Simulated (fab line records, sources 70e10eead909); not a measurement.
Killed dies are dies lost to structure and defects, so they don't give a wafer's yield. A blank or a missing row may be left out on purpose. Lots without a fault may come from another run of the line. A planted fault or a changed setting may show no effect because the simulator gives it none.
Which tool did it? | flow nand_harc | 6 lots, 18 wafers sampled, at 4 steps of a route of 1159

WHAT THE GAUGES READ, wafer by wafer
NHARC_END_SORT_01.
lot  | measured     | on        | killed_dies
L890 | day 20 03:44 | prober-01 | 29 19 22
L893 | day 20 18:34 | prober-01 | 38 39 29
L896 | day 20 21:58 | prober-02 | 35 31 35
L903 | day 22 01:23 | prober-02 | 31 498 32
L909 | day 24 02:41 | prober-01 | 32 27 35
L912 | day 24 18:07 | prober-02 | 53 45 50

WHICH TOOL RAN EACH LOT (tool, then ch and the chambers of the sampled wafers, then the start)
lot  | NHARC_A_CONTACT_ETCH_134             | NHARC_A_CONTACT_ETCH_139             | NHARC_A_CONTACT_ETCH_98
L890 | har_cap_etch-03 ch 0,1, day 17 08:13 | har_cap_etch-03 ch 0,1, day 17 08:55 | rie_diel-11 ch 1,3, day 17 09:25
L893 | har_cap_etch-01 ch 0,1, day 18 08:32 | har_cap_etch-01 ch 0,1, day 18 09:14 | rie_diel-11 ch 0,2,3, day 18 09:44
L896 | har_cap_etch-02 ch 0,1, day 18 11:11 | har_cap_etch-02 ch 0,1, day 18 11:53 | rie_diel-09 ch 1,2,3, day 18 12:21
L903 | har_cap_etch-03 ch 0,1, day 19 20:38 | har_cap_etch-03 ch 0,1, day 19 21:19 | rie_diel-11 ch 0,2,3, day 19 21:52
L909 | har_cap_etch-02 ch 0,1, day 21 20:37 | har_cap_etch-02 ch 0,1, day 21 21:18 | rie_diel-13 ch 0,1,3, day 21 21:54
L912 | har_cap_etch-02 ch 0,1, day 22 06:09 | har_cap_etch-02 ch 0,1, day 22 06:51 | rie_diel-13 ch 0,1,2, day 22 07:22
- NHARC_A_CONTACT_ETCH_134: etches the open film in C4F8/O2/Ar, time 140 s, target depth 700 nm.
- NHARC_A_CONTACT_ETCH_139: etches the open film in C4F8/O2/Ar, time 137 s, target depth 590 nm.
- NHARC_A_CONTACT_ETCH_98: etches the open film in C4F6/O2, target depth 20 nm, time 10 s.

THE ANSWER, worked out from the rows above alone
Rule: what is usual is taken from the lots themselves. Put in order of their means at a reading, lots are off if they are a third of the lots or fewer, leave a main group of 4 or more, and stand apart from it by a gap of 3 or more times the standard deviation of the main group's means; of several such gaps the widest counts. A main group whose means are all the same, to the digits that the tables above print for the reading, isn't used. A lot without any number at a reading at which 4 lots or more have one is off too. The other lots that the step has rows for count as sound.
Off: L903, at NHARC_END_SORT_01 (killed_dies). The main group: mean 35, standard deviation 8.4.
A tool fits if, at a process step before that reading, it ran every lot that is off, and no sound lot after the first of them. The gauges at NHARC_END_SORT_01 are tried like those tools. Can't be told from this: 2 tools fit, har_cap_etch-03 at NHARC_A_CONTACT_ETCH_134 and NHARC_A_CONTACT_ETCH_139, rie_diel-11 at NHARC_A_CONTACT_ETCH_98.

WHAT THE SIMULATOR HAD PUT IN
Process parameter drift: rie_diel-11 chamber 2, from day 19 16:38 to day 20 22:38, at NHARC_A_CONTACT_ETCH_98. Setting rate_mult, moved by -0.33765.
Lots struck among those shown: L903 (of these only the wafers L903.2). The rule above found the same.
